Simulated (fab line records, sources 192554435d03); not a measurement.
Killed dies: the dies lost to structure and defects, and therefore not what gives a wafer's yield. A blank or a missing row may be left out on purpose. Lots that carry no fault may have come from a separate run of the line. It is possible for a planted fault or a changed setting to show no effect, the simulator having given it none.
fab line records ; flow n5Finfet
[record] lots = 6; wafers = 18; lastDay = 17
route steps=1938 shown BEOL_M4@1089 PASSIVATION@1936
lots untouched by any fault: they come from a run of this same line in which no faults occurred
startH: hours from the record's opening day to when the first of the lot's shown wafers began ; waitH: how many hours have passed since the lot's step before this one ; " repeats the value in the row above ; L1.1+2: several wafers, shown together as one row ; - no value, or no start given ; * or withheld: withheld ; < > ~ a bound
route shown NAME@n: NAME is a module with steps in the file, n the number in the route of the first one ; usual: mean/standard deviation of fault-free wafers ; same: alike in all rows ; chamber/n: place in a boat ; sites: per-site readings ; _std_site: standard deviation across them ; _edge_site: mean of outer sites minus mean of inner sites ; radiusMm: how far each site lies from the wafer's centre ; mask NAME#n: copy n ; behind: the last tool/chamber to shape the wafer ; hold: reason for holding the lot/hours on hold/outcome of the hold ; device: whichever transistor did not switch (one of n, p or np) ; end of line: tests run on the same wafers once the route is complete ; step lacking rows: just its recipe ; killed: not the wafer's yield, but the dies lost to structure and defects at the first sort ; map: per-die view of a wafer (x killed, . not killed, _ where there is no die)
set.NAME: the setting the step ran with; set.NAME@STEP: the setting that earlier step ran with ; model.NAME: the simulator's own value behind a step, which no gauge read
a table for each step, a row for each wafer; lots at some steps of the route
services: a tool's chamber out of use, with start hour (startH, from the record's first day; less than 0 if before it), hours out, and reason
[[steps]]
[step N5_BEOL_M4_ANNEAL_82]
[recipe] tempC = 400; timeS = 240; ambient = vacuum
[step N5_BEOL_M4_SPUTTER_86]
[recipe] material = Cu; targetThkA = 45; tempC = -20; chamberPressurePa = 0.07; powerW = withheld; timeS = 8.29
[step N5_BEOL_M4_ANNEAL_87]
[recipe] tempC = 400; timeS = 240; ambient = vacuum
[step N5_BEOL_M4_SPUTTER_88]
[recipe] material = Cu; targetThkA = 45; tempC = -20; chamberPressurePa = 0.07; powerW = withheld; timeS = 8.29
[usual] throttleValvePct = 30.2/0.96
lot.wafer;tool;chamber;startH;waitH;throttleValvePct
L897.2;pvdSputter-03;-;195.43;0.1;29.8
L897.4;pvdSputter-03;-;195.43;0.1;29.3
L897.6;pvdSputter-03;-;195.43;0.1;31.8
L900.1;pvdSputter-01;-;203.16;0.1;29.9
L900.2;pvdSputter-01;-;203.16;0.1;29.8
L900.6;pvdSputter-01;-;203.16;0.1;29.9
L903.1;pvdSputter-03;-;226.63;0.1;29.2
L903.2;pvdSputter-03;-;226.63;0.1;31.9
L903.3;pvdSputter-03;-;226.63;0.1;30.0
L907.2;pvdSputter-01;-;253.72;0.1;30.3
L907.3;pvdSputter-01;-;253.72;0.1;30.0
L907.6;pvdSputter-01;-;253.72;0.1;30.6
L914.2;pvdSputter-01;-;291.47;0.1;30.0
L914.3;pvdSputter-01;-;291.47;0.1;30.7
L914.6;pvdSputter-01;-;291.47;0.1;31.9
L913.2;pvdSputter-01;-;300.77;0.1;30.7
L913.3;pvdSputter-01;-;300.77;0.1;29.8
L913.5;pvdSputter-01;-;300.77;0.1;31.6
[step N5_BEOL_M4_ANNEAL_89]
[recipe] tempC = 400; timeS = 240; ambient = vacuum
[usual] heaterPowerW = 869/63; susceptor_temp_C_max = 400.9/0.36
lot.wafer;tool;chamber;startH;waitH;heaterPowerW;susceptor_temp_C_max
L897.2;pvdSputter-03;-;195.51;0.0;816;400.8
L897.4;pvdSputter-03;-;195.51;0.0;870;401.6
L897.6;pvdSputter-03;-;195.51;0.0;940;401.4
L900.1;pvdSputter-01;-;203.24;0.0;851;401.0
L900.2;pvdSputter-01;-;203.24;0.0;857;400.8
L900.6;pvdSputter-01;-;203.24;0.0;836;401.1
L903.1;pvdSputter-03;-;226.71;0.0;876;401.0
L903.2;pvdSputter-03;-;226.71;0.0;932;401.1
L903.3;pvdSputter-03;-;226.71;0.0;795;401.0
L907.2;pvdSputter-01;-;253.80;0.0;848;401.3
L907.3;pvdSputter-01;-;253.80;0.0;854;401.3
L907.6;pvdSputter-01;-;253.80;0.0;866;400.1
L914.2;pvdSputter-01;-;291.55;0.0;849;400.9
L914.3;pvdSputter-01;-;291.55;0.0;882;400.6
L914.6;pvdSputter-01;-;291.55;0.0;872;400.6
L913.2;pvdSputter-01;-;300.85;0.0;888;400.8
L913.3;pvdSputter-01;-;300.85;0.0;841;400.8
L913.5;pvdSputter-01;-;300.85;0.0;846;400.3
[step N5_BEOL_M4_SPUTTER_90]
[recipe] material = Cu; targetThkA = 45; tempC = -20; chamberPressurePa = 0.07; powerW = withheld; timeS = 8.29
[usual] throttleValvePct = 30.2/0.97
lot.wafer;tool;chamber;startH;waitH;throttleValvePct
L897.2;pvdSputter-03;-;195.65;0.1;29.7
L897.4;pvdSputter-03;-;195.65;0.1;29.2
L897.6;pvdSputter-03;-;195.65;0.1;31.9
L900.1;pvdSputter-01;-;203.38;0.1;30.1
L900.2;pvdSputter-01;-;203.38;0.1;29.8
L900.6;pvdSputter-01;-;203.38;0.1;29.9
L903.1;pvdSputter-03;-;226.85;0.1;29.0
L903.2;pvdSputter-03;-;226.85;0.1;31.6
L903.3;pvdSputter-03;-;226.85;0.1;30.3
L907.2;pvdSputter-01;-;253.94;0.1;29.9
L907.3;pvdSputter-01;-;253.94;0.1;30.2
L907.6;pvdSputter-01;-;253.94;0.1;30.5
L914.2;pvdSputter-01;-;291.69;0.1;29.9
L914.3;pvdSputter-01;-;291.69;0.1;30.7
L914.6;pvdSputter-01;-;291.69;0.1;31.9
L913.2;pvdSputter-01;-;300.99;0.1;30.5
L913.3;pvdSputter-01;-;300.99;0.1;30.2
L913.5;pvdSputter-01;-;300.99;0.1;32.1
[step N5_BEOL_M4_ANNEAL_91]
[recipe] tempC = 400; timeS = 240; ambient = vacuum
[step N5_BEOL_M4_SPUTTER_92]
[recipe] material = Cu; targetThkA = 45; tempC = -20; chamberPressurePa = 0.07; powerW = withheld; timeS = 8.29
[usual] throttleValvePct = 30.2/0.95
lot.wafer;tool;chamber;startH;waitH;throttleValvePct
L897.2;pvdSputter-03;-;195.87;0.1;29.6
L897.4;pvdSputter-03;-;195.87;0.1;29.0
L897.6;pvdSputter-03;-;195.87;0.1;31.6
L900.1;pvdSputter-01;-;203.60;0.1;30.2
L900.2;pvdSputter-01;-;203.60;0.1;29.9
L900.6;pvdSputter-01;-;203.60;0.1;30.2
L903.1;pvdSputter-03;-;227.07;0.1;29.2
L903.2;pvdSputter-03;-;227.07;0.1;31.6
L903.3;pvdSputter-03;-;227.07;0.1;30.1
L907.2;pvdSputter-01;-;254.16;0.1;30.1
L907.3;pvdSputter-01;-;254.16;0.1;30.0
L907.6;pvdSputter-01;-;254.16;0.1;30.5
L914.2;pvdSputter-01;-;291.91;0.1;29.9
L914.3;pvdSputter-01;-;291.91;0.1;30.8
L914.6;pvdSputter-01;-;291.91;0.1;31.7
L913.2;pvdSputter-01;-;301.21;0.1;30.6
L913.3;pvdSputter-01;-;301.21;0.1;30.3
L913.5;pvdSputter-01;-;301.21;0.1;31.9
[step N5_BEOL_M4_ANNEAL_93]
[recipe] tempC = 400; timeS = 240; ambient = vacuum
[step N5_BEOL_M4_SPUTTER_94]
[recipe] material = Cu; targetThkA = 45; tempC = -20; chamberPressurePa = 0.07; powerW = withheld; timeS = 8.29
[step N5_BEOL_M4_ANNEAL_95]
[recipe] tempC = 400; timeS = 240; ambient = vacuum
[step N5_BEOL_M4_SPUTTER_96]
[recipe] material = Cu; targetThkA = 45; tempC = -20; chamberPressurePa = 0.07; powerW = withheld; timeS = 8.29
[step N5_BEOL_M4_ECD_50]
[recipe] material = Cu; targetThkA = 3000
lot.wafer;tool;chamber;startH;waitH;model.Cu_of_BEOL_M4_ECD_50.thkNm
L897.2+6;ecdCu-01;0,1;196.43;0.1;297.2
L897.4;ecdCu-01;0;196.43;0.1;297.4
L900.1;ecdCu-02;1;204.16;0.1;302
L900.2;ecdCu-02;0;204.16;0.1;299.2
L900.6;ecdCu-02;1;204.16;0.1;298
L903.1;ecdCu-02;1;227.62;0.1;296.6
L903.2;ecdCu-02;0;227.62;0.1;429.6
L903.3;ecdCu-02;0;227.62;0.1;433.2
L907.2;ecdCu-02;0;254.71;0.1;439.2
L907.3;ecdCu-02;0;254.71;0.1;433
L907.6;ecdCu-02;1;254.71;0.1;298.4
L914.2;ecdCu-01;0;292.46;0.1;300.4
L914.3+6;ecdCu-01;1,0;292.46;0.1;303.6
L913.2;ecdCu-01;1;301.77;0.1;301.4
L913.3;ecdCu-01;1;301.77;0.1;306.4
L913.5;ecdCu-01;0;301.77;0.1;302.8
[step N5_BEOL_M4_ANNEAL_51]
[recipe] tempC = 225; timeS = 90; ambient = N2
[usual] wafer_temp_C_max = 226.1/0.4
lot.wafer;tool;chamber;startH;waitH;wafer_temp_C_max
L897.2;rtpAnneal-02;0;196.55;0.1;226.2
L897.4;rtpAnneal-02;0;196.55;0.1;226.2
L897.6;rtpAnneal-02;0;196.55;0.1;226.4
L900.1;rtpAnneal-01;0;204.24;0.1;225.7
L900.2;rtpAnneal-01;0;204.24;0.1;225.8
L900.6;rtpAnneal-01;0;204.24;0.1;225.8
L903.1;rtpAnneal-01;0;227.71;0.1;226.2
L903.2;rtpAnneal-01;0;227.71;0.1;226.0
L903.3;rtpAnneal-01;0;227.71;0.1;225.9
L907.2;rtpAnneal-01;0;255.04;0.3;225.6
L907.3;rtpAnneal-01;0;255.04;0.3;225.5
L907.6;rtpAnneal-01;0;255.04;0.3;225.6
L914.2;rtpAnneal-01;0;292.59;0.1;226.1
L914.3;rtpAnneal-01;0;292.59;0.1;225.8
L914.6;rtpAnneal-01;0;292.59;0.1;225.8
L913.2;rtpAnneal-02;0;301.89;0.1;226.1
L913.3;rtpAnneal-02;0;301.89;0.1;226.7
L913.5;rtpAnneal-02;0;301.89;0.1;226.3
[step N5_BEOL_M4_CMP_52]
[recipe] stopOn = SiOC; tOverpolishS = 6.8; downForcePsi = 1; platenRpm = 50; clearingPlatenDownForcePsi = 1.5; clearingPlatenRpm = 50; postCmpClean = cuAlkaline; targetThkNm = 40; clearingPlatenPadVelocityMS = 0.99484; padVelocityMS = 0.99484
[usual] edgeZonePressureFrac = 1.000/0.0053; motorCurrentA = 5.9/0.54; padLifeWafers = 1304/660; timeToEndpointS = 61.4/2.4
lot.wafer;tool;chamber;startH;waitH;edgeZonePressureFrac;motorCurrentA;padLifeWafers;timeToEndpointS
L897.4;cmp-02;2;196.80;0.1;0.996;6.0;1674;58.2
L897.2;cmp-02;1;196.80;0.1;0.996;6.6;1677;58.9
L897.6;cmp-02;2;196.80;0.1;0.999;6.0;-;59.3
L900.1;cmp-01;0;204.63;0.3;0.999;5.8;1482;62.9
L900.2;cmp-01;1;204.63;0.3;0.997;5.6;1483;60.9
L900.6;cmp-01;1;204.63;0.3;1.007;5.9;-;63.3
L903.3;cmp-02;1;228.04;0.2;1.002;6.5;1915;86.2
L903.1;cmp-02;2;228.04;0.2;1.003;5.8;1916;56.7
L903.2;cmp-02;3;228.04;0.2;0.997;6.1;1917;88.7
L907.3;cmp-01;3;255.50;0.4;1.003;6.0;1951;88.3
L907.2;cmp-01;1;255.50;0.4;1.006;5.7;1953;88.5
L907.6;cmp-01;3;255.50;0.4;0.997;6.1;-;59.2
L914.2;cmp-01;2;292.84;0.2;1.005;6.2;96;63.1
L914.3;cmp-01;3;292.84;0.2;1.005;6.0;97;64.9
L914.6;cmp-01;2;292.84;0.2;1.007;5.7;-;64.2
L913.3;cmp-02;3;302.22;0.2;0.994;5.9;296;62.1
L913.2;cmp-02;0;302.22;0.2;1.007;4.9;297;59.2
L913.5;cmp-02;1;302.22;0.2;0.997;6.6;-;59.2
[step N5_BEOL_M4_THK_MEAS_53]
[recipe] thkMeasGauge = xrf; reads = Cu_of_BEOL_M4_ECD_50
[usual] M4_THK = 40.0/1.2
lot.wafer;tool;chamber;startH;waitH;M4_THK[nm]
L897.2;filmMetro-01;-;197.10;-;38.5
L897.4;filmMetro-01;-;197.10;-;37.5
L897.6;filmMetro-01;-;197.10;-;38.1
L900.1;filmMetro-02;-;204.92;-;40.2
L900.2;filmMetro-02;-;204.92;-;41.1
L900.6;filmMetro-02;-;204.92;-;40.3
L903.1;filmMetro-01;-;228.30;-;38.4
L903.2;filmMetro-01;-;228.30;-;39.9
L903.3;filmMetro-01;-;228.30;-;38.0
L907.2;filmMetro-02;-;255.76;-;37.6
L907.3;filmMetro-02;-;255.76;-;41.0
L907.6;filmMetro-02;-;255.76;-;39.7
L914.2;filmMetro-02;-;293.13;-;40.4
L914.3;filmMetro-02;-;293.13;-;40.8
L914.6;filmMetro-02;-;293.13;-;40.2
L913.2;filmMetro-02;-;302.45;-;41.5
L913.3;filmMetro-02;-;302.45;-;40.8
L913.5;filmMetro-02;-;302.45;-;38.3
[step N5_BEOL_M4_RC_MEAS_101]
[usual] DIBL_N = 35.9/1.3; DIBL_P = 35.9/1.6; IOFF_N = 0.156/0.022; IOFF_P = 0.205/0.023; ION_N = 675/9; ION_P = 463/5.6; SS_N = 71.4/0.57; SS_P = 73.1/0.52; VT_N = 249.7/2.8; VT_P = -250.2/2.5
lot.wafer;tool;chamber;startH;waitH;DIBL_N[mV/V];DIBL_P[mV/V];IOFF_N[nA/um];IOFF_P[nA/um];ION_N[uA/um];ION_P[uA/um];SS_N[mV/dec];SS_P[mV/dec];VT_N[mV];VT_P[mV]
L897.2;prober-01;0;197.59;0.2;36.1;37.8;0.171;0.199;680;455;71.8;73.5;250.7;-252.6
L897.4;prober-01;0;197.59;0.2;35.2;36.3;0.154;0.180;678;463;71.2;72.9;251.4;-252.8
L897.6;prober-01;0;197.59;0.2;36.0;37.2;0.173;0.202;683;460;71.9;73.8;248.2;-251.9
L900.1;prober-02;0;205.29;0.0;36.5;37.8;0.160;0.256;676;475;71.9;73.8;249.6;-245.5
L900.2;prober-02;0;205.29;0.0;35.8;36.2;0.145;0.228;669;474;71.5;73.2;250.2;-248.5
L900.6;prober-02;0;205.29;0.0;35.3;35.8;0.139;0.218;673;464;71.8;72.4;250.7;-247.6
L903.1;prober-02;0;228.61;0.0;38.1;38.2;0.198;0.247;681;465;70.7;73.4;246.3;-247.1
L903.2;prober-02;0;228.61;0.0;36.9;36.6;0.166;0.218;670;464;70.7;73.3;248.0;-249.4
L903.3;prober-02;0;228.61;0.0;37.1;36.9;0.181;0.220;686;466;70.5;73.3;245.2;-250.4
L907.2;prober-02;0;256.28;0.2;35.5;35.1;0.161;0.198;677;462;71.2;73.3;246.3;-249.9
L907.3;prober-02;0;256.28;0.2;34.1;33.2;0.140;0.182;677;461;70.5;72.6;249.6;-252.2
L907.6;prober-02;0;256.28;0.2;35.0;33.8;0.152;0.180;669;455;70.8;72.4;249.4;-252.6
L914.2;prober-02;0;293.60;0.2;37.3;37.5;0.163;0.212;674;463;71.9;74.0;247.9;-250.3
L914.3;prober-02;0;293.60;0.2;35.7;34.9;0.136;0.186;664;460;71.4;72.8;254.4;-251.4
L914.6;prober-02;0;293.60;0.2;37.6;37.6;0.170;0.212;677;460;72.2;74.1;249.2;-249.7
L913.2;prober-01;0;302.94;0.2;34.1;35.3;0.140;0.187;669;453;71.1;72.6;250.7;-250.7
L913.3;prober-01;0;302.94;0.2;32.8;34.4;0.122;0.172;664;456;71.0;72.3;252.6;-252.9
L913.5;prober-01;0;302.94;0.2;34.4;35.5;0.141;0.191;665;456;71.6;73.1;251.8;-251.7
[step N5_PASSIVATION_PROBE_49]
[usual] defectLimitedYield = 91.3/1.4; killed_at_M0_to_M3 = 35/11; killed_at_M4_up = 14/5.4; killedAtContacts = 12/6.2; killedAtFrontEnd = 38/11; killedAtOther = 4.1/2.8; killedDies = 103/17; killedOpen = 66/13; killedShort = 34/8.2; sort_bin_5_function = 5.1/0.89; sort_bin_6_memory = 3.3/0.72; sortNPass = 1077/17; sortYieldPct = 91.3/1.4
[same] grossDies = 1180; killedAtBackSide = 0; sort_bin_4_leakage[%] = 0; sort_bin_8_speed[%] = 0
lot.wafer;tool;chamber;startH;waitH;defectLimitedYield[%];killed_at_M0_to_M3;killed_at_M4_up;killedAtContacts;killedAtFrontEnd;killedAtOther;killedDies;killedOpen;killedShort;sort_bin_5_function[%];sort_bin_6_memory[%];sortNPass;sortYieldPct[%]
L900.1;prober-01;-;306.64;0.0;89.6;58;20;17;22;6;123;81;39;5.8;4.2;1057;89.6
L900.2;prober-01;-;306.69;0.1;91.3;46;17;23;16;1;103;75;27;5.7;2.6;1077;91.3
L900.6;prober-01;-;306.89;0.3;90.2;39;17;10;43;7;116;71;42;5.8;3.8;1064;90.2
L903.1;prober-02;-;334.09;0.0;92.5;22;14;6;39;8;89;49;36;4.2;2.6;1091;92.5
L903.2;prober-02;-;334.14;0.1;92.0;26;10;18;35;5;94;62;30;4.4;3.5;1086;92.0
L903.3;prober-02;-;334.19;0.1;90.9;34;12;19;36;6;107;77;29;5.4;3.5;1073;90.9
L907.2;prober-02;-;363.01;0.1;91.1;34;10;12;43;6;105;72;32;4.8;3.6;1075;91.1
L907.3;prober-02;-;363.06;0.1;90.9;22;23;8;50;4;107;71;35;5.0;3.9;1073;90.9
L907.6;prober-02;-;363.21;0.3;90.3;38;10;14;46;6;114;72;42;5.8;3.6;1066;90.3
L914.2;prober-02;-;395.98;0.1;90.5;52;14;12;28;6;112;78;31;4.9;4.2;1068;90.5
L914.3;prober-02;-;396.03;0.1;88.3;68;12;20;27;11;138;91;46;6.9;4.1;1042;88.3
L914.6;prober-02;-;396.18;0.3;90.8;41;27;14;21;6;109;76;32;5.8;2.9;1071;90.8
// killed by level:class
L900.1 BEOL_M0_SAQP:geometricParticle:short=16 MOL_CONTACT_COAG:geometricParticle:open=15 BEOL_M0_SAQP:geometricParticle:open=14 BEOL_M4:geometricParticle:open=13 BEOL_M3:geometricParticle:open=7 BEOL_M2:geometricParticle:open=7 BEOL_M1:geometricParticle:open=5 DUMMY_GATE:geometricParticle:open=4
L900.2 MOL_CONTACT_COAG:geometricParticle:open=19 BEOL_M2:geometricParticle:open=9 BEOL_M0_SAQP:geometricParticle:open=9 BEOL_M0:geometricParticle:open=8 BEOL_M4:geometricParticle:open=8 STI_FIN_REVEAL:geometricParticle:open=7 BEOL_M1:geometricParticle:open=6 FIN_SAQP:geometricParticle:short=4
L900.6 DUMMY_GATE:geometricParticle:open=10 BEOL_M0_SAQP:geometricParticle:short=10 BEOL_M3:geometricParticle:open=9 MOL_CONTACT_COAG:geometricParticle:open=8 FIN_SAQP:geometricParticle:short=6 FIN_SAQP:geometricParticle:open=6 BEOL_M0_SAQP:geometricParticle:open=6 GATE_CUT:geometricParticle:short=5
L903.1 GATE_CUT:geometricParticle:short=10 STI_FIN_REVEAL:geometricParticle:open=7 MIM_TOP_ETCH:geometricParticle:open=6 FIN_SAQP:geometricParticle:short=5 BEOL_M1:geometricParticle:open=5 DUMMY_GATE:geometricParticle:open=4 BEOL_M4:geometricParticle:short=4 MOL_CONTACT_COAG:geometricParticle:open=4
L903.2 MOL_CONTACT_COAG:geometricParticle:open=14 BEOL_M3:geometricParticle:open=10 FIN_SAQP:geometricParticle:short=8 STI_FIN_REVEAL:geometricParticle:open=8 BEOL_M4:geometricParticle:open=5 BEOL_M1:geometricParticle:open=4 BEOL_M1:geometricParticle:short=4 BEOL_M2:geometricParticle:open=4
L903.3 MOL_CONTACT_COAG:geometricParticle:open=16 BEOL_M2:geometricParticle:open=10 FIN_SAQP:geometricParticle:open=8 BEOL_M3:geometricParticle:open=8 STI_FIN_REVEAL:geometricParticle:open=7 BEOL_M1:geometricParticle:open=7 DUMMY_GATE:geometricParticle:open=6 GATE_CUT:geometricParticle:short=4
L907.2 STI_FIN_REVEAL:geometricParticle:open=14 BEOL_M0_SAQP:geometricParticle:open=11 MOL_CONTACT_COAG:geometricParticle:open=10 BEOL_M0_SAQP:geometricParticle:short=9 STARTING-WAFER:geometricParticle:open=7 BEOL_M4:geometricParticle:open=6 FIN_SAQP:geometricParticle:open=4 STI_FIN_REVEAL:geometricParticle:short=4
L907.3 STI_FIN_REVEAL:geometricParticle:open=15 BEOL_M4:geometricParticle:open=14 FIN_SAQP:geometricParticle:open=7 FIN_SAQP:geometricParticle:short=6 MOL_CONTACT_COAG:geometricParticle:open=6 BEOL_M0_SAQP:geometricParticle:open=6 GATE_CUT:geometricParticle:short=5 DUMMY_GATE:geometricParticle:open=4
L907.6 MOL_CONTACT_COAG:geometricParticle:open=11 FIN_SAQP:geometricParticle:open=8 BEOL_M3:geometricParticle:open=8 FIN_SAQP:geometricParticle:short=6 STI_FIN_REVEAL:geometricParticle:open=6 BEOL_M0_SAQP:geometricParticle:open=6 BEOL_M1:geometricParticle:open=6 STI_FIN_REVEAL:geometricParticle:short=5
L914.2 BEOL_M0_SAQP:geometricParticle:open=14 BEOL_M0_SAQP:geometricParticle:short=11 MOL_CONTACT_COAG:geometricParticle:open=11 FIN_SAQP:geometricParticle:open=9 BEOL_M4:geometricParticle:open=9 BEOL_M1:geometricParticle:open=8 BEOL_M1:geometricParticle:short=5 FIN_SAQP:geometricParticle:short=4
L914.3 MOL_CONTACT_COAG:geometricParticle:open=18 BEOL_M0_SAQP:geometricParticle:open=17 BEOL_M0_SAQP:geometricParticle:short=13 BEOL_M1:geometricParticle:open=12 FIN_SAQP:geometricParticle:short=10 BEOL_M2:geometricParticle:open=10 BEOL_M3:geometricParticle:open=8 FIN_SAQP:geometricParticle:open=5
L914.6 BEOL_M4:geometricParticle:open=14 MOL_CONTACT_COAG:geometricParticle:open=12 BEOL_M1:geometricParticle:open=9 BEOL_M0_SAQP:geometricParticle:open=8 BEOL_M0_SAQP:geometricParticle:short=6 BEOL_M4:geometricParticle:short=6 BEOL_M3:geometricParticle:open=5 FIN_SAQP:geometricParticle:open=4
[[services]]
tool;chamber;startH;hours;kind
ecdCu-02;-;177.51;0.7;repair
cmp-02;-;202.10;0.9;repair
cmp-02;-;213.47;1.6;repair
cmp-02;-;225.03;1.2;repair
cmp-02;-;253.86;1.7;repair
ecdCu-01;-;254.59;6.7;pm
cmp-02;-;263.48;4.0;pm
cmp-01;-;264.83;4.0;pm
cmp-02;-;267.48;-;consumableReplace:conditioner
cmp-02;-;267.48;-;consumableReplace:pad
cmp-01;-;268.83;-;consumableReplace:conditioner
cmp-01;-;268.83;-;consumableReplace:pad
cmp-01;-;278.43;11.6;pm
cmp-02;-;282.39;0.8;repair
[[key]]
[firstSign] step = N5_BEOL_M4_CMP_52; reading = timeToEndpointS; direction = up; sigmas = 11; usual = *; struck = *
effect none on later readings
[modelEffect] step = N5_BEOL_M4_ECD_50; value = Cu_of_BEOL_M4_ECD_50.thkNm; without = 298.5; struck = 433.8
metAt N5_BEOL_M4_ECD_50
struckWafers L903.2,L903.3,L907.2,L907.3
onsetBetween 204.16 227.62
[fault] kind = processParameterDrift; tool = ecdCu-02; chamber = 0; onsetH = 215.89; steps = N5_BEOL_M4_ECD_50; channel = targetThkA; offset = *; shape = step; endH = 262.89; actsIn = *; stated = *
